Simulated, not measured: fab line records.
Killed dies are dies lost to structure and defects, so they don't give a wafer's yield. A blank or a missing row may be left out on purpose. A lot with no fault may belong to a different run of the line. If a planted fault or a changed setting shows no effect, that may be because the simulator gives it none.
A struck lot beside a sound one    flow n5Finfet    30 out of 1938 route steps
Sound: these wafers, L159.2, L159.3, L159.5. The struck wafers were L175.3, L175.5, L175.6. At the end, the cause is stated.
At each step with rows: each side's tool, then ch and its chambers, then its first start. Under that, the readings that differ: sound wafers    struck wafers    difference of the means    sigmas: that difference in standard deviations of wafers without a fault.
alike: readings with means less than 2 such deviations apart, plus words and numbers identical on both sides. not compared: withheld readings, readings lacking a value on some wafer, bounds such as >300 that could conceal the same value, and numbers that have no deviation in the record and whose values overlap.
A row with sigmas, a row that says differs or no value, or rows on one side alone: a step with any of these is where the two part. Non-overlapping numbers with no deviation appear without sigmas and do not part them. A reading that every wafer of one side lacks parts them only if that side has two wafers or more.

first, 10 steps without rows for these wafers: N5_FIN_CUT_UV_OZONE_34 (time 120 s); N5_STI_FIN_REVEAL_ALD_00 (deposits SiO2, target thk 1 nm, pulse time 1 s); N5_STI_FIN_REVEAL_ALD_14 (deposits Si3N4, target thk 3 nm); N5_STI_FIN_REVEAL_FCVD_FILL_01 (material SiO2 flowable, target thk 312 nm, time 512.2 s); N5_STI_FIN_REVEAL_DENSIFY_02 (time 1800 s); N5_STI_FIN_REVEAL_CMP_04 (polishes, stops on Si3N4, t overpolish 4 s, target thk 131.83 nm); N5_STI_FIN_REVEAL_DENSIFY_30; N5_STI_FIN_REVEAL_ETCHBACK_08 (etches SiO2 in C4F6/O2, target depth 30.5 nm, time 10.167 s); N5_STI_FIN_REVEAL_STRIP_24 (strips in N2/H2, time 90 s); N5_STI_FIN_REVEAL_PRECLEAN_25 (cleans in SPM, time 90 s).
N5_STI_FIN_REVEAL_PRECLEAN_26: cleans in SC1, time 45 s.
  sound on wetBench-06 ch 2,3,5, day 2 22:14; struck on wetBench-06 ch 0,1,6, day 6 22:57
then, 15 steps without rows for these wafers: N5_STI_FIN_REVEAL_PRECLEAN_29 (cleans in DHF, time 30 s); N5_STI_FIN_REVEAL_SRD_12 (time 30 s); N5_STI_FIN_REVEAL_RECESS_09 (chemistry HF/NH3, target SiO2, afs cycles 11, target depth 42.5 nm, sublimation time 60 s); N5_STI_FIN_REVEAL_STRIP_16 (strips SiNx in H3PO4, target depth 23.8 nm); N5_STI_FIN_REVEAL_PRECLEAN_17 (cleans in NF3:NH3, afs cycles 1, time 20 s, sublimation time 60 s); N5_STI_FIN_REVEAL_ETCH_34 (etches Si in H2, material Si, target depth 0.97 nm); N5_STI_FIN_REVEAL_OXIDATION_31 (chemistry O2 PLASMA REMOTE, time 20 s); N5_STI_FIN_REVEAL_PRECLEAN_32 (cleans in NF3:NH3, afs cycles 1, time 20 s, sublimation time 60 s); N5_STI_FIN_REVEAL_STRIP_35 (strips Si3N4 in H3PO4, target depth 4 nm, time 39 s); N5_STI_FIN_REVEAL_SRD_21 (time 30 s); N5_STI_FIN_REVEAL_OXIDATION_33 (chemistry O2 PLASMA REMOTE, time 20 s); N5_STI_FIN_REVEAL_CLEAN_19 (cleans in O3/DIW, time 120 s); N5_STI_FIN_REVEAL_SRD_23 (time 30 s); N5_STI_FIN_REVEAL_PRECLEAN_18 (cleans in SC2, time 45 s); N5_STI_FIN_REVEAL_SRD_28 (time 30 s).
N5_STI_FIN_REVEAL_INSPECT_13: inspects for defects (darkfield).
  sound on defectInspect-01 at day 3 01:06; struck on defectInspect-02 at day 7 04:28
reading         sound     struck       difference  sigmas
rawDefectCount  11 16 13  487 504 512  +488        +92
then, 1 step without rows for these wafers: N5_DUMMY_GATE_PRECLEAN_00 (cleans in O3/DIW, time 60 s).
-- a jump in the record: the struck wafers' starts before and after are 5 days apart (it breaks off in module DUMMY_GATE and resumes in module BEOL_M4, where the first step shown is number 1111 of the route) --
N5_BEOL_M4_RC_MEAS_101:
  sound on prober-01 ch 0, day 8 00:25; struck on prober-01 ch 0, day 12 03:37
  alike: DIBL_N, DIBL_P, IOFF_N, IOFF_P, ION_N, ION_P, SS_N, SS_P, VT_N, VT_P
-- the record jumps here: 4 days lie between the struck wafers' starts before and after (it left off in module BEOL_M4 and takes up again in module PASSIVATION, whose first step shown is number 1936 of the route) --
N5_PASSIVATION_PROBE_49:
  the record has rows for the struck wafers here (prober-02, day 16 13:32) and none for the sound ones

== WHERE THEY PART ==
First at N5_STI_FIN_REVEAL_INSPECT_13; last, within this record, at N5_PASSIVATION_PROBE_49.

WHY: whatever the simulator had introduced
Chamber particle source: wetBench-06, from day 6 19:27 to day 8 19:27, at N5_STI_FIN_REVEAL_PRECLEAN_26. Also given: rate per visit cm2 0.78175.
